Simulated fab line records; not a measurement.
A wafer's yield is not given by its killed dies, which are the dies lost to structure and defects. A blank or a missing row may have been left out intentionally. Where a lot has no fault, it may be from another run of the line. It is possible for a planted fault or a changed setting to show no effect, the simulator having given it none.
Matching of chambers -- flow nand_harc -- NHARC_A_CONTACT_ETCH_106 on rie_diel-12 has 4 sister chambers
The step etches the open film in CF4/O2, target depth 60 nm, overetch 6 nm, time 33 s. 4 wafers are shown with their chamber, then 12 later ones without.

## WAFERS PAIRED WITH THEIR CHAMBERS
wafer,chamber,showerhead_plenum_p_Torr (Torr)
L087.6,0,1.23
L085.1,1,1.30
L085.5,2,1.42
L085.6,3,1.37

## WAFERS WHOSE CHAMBER IS MISSING
wafer,showerhead_plenum_p_Torr (Torr)
L089.1,1.23
L089.2,1.42
L089.5,1.30
L090.1,1.23
L090.3,1.42
L090.6,1.23
L091.1,1.23
L091.5,1.41
L091.6,1.30
L095.1,1.37
L095.2,1.23
L095.3,1.30

## THE CHAMBER EACH PASSED THROUGH
wafer,from the rows above,in truth
L089.1,0,0
L089.2,2,2
L089.5,1,1
L090.1,0,0
L090.3,2,2
L090.6,0,0
L091.1,0,0
L091.5,2,2
L091.6,1,1
L095.1,3,3
L095.2,0,0
L095.3,1,1
Correct placement for 12 of the 12. Not placeable from these rows: 0. Number placed wrongly: 0.
How it was worked out, from the rows above alone: a wafer's distance from a chamber is the root of the sum, over the readings, of the square of ((its reading less the chamber's mean) divided by the reading's scatter). The wafer belongs to the nearest chamber; if the next one is less than 2 further off, it can't be placed. The mean given for a chamber averages the wafers shown for that chamber. The scatter: with one shown wafer a chamber, the root of the mean of the squares of how far each hidden wafer lies from its nearest shown one.
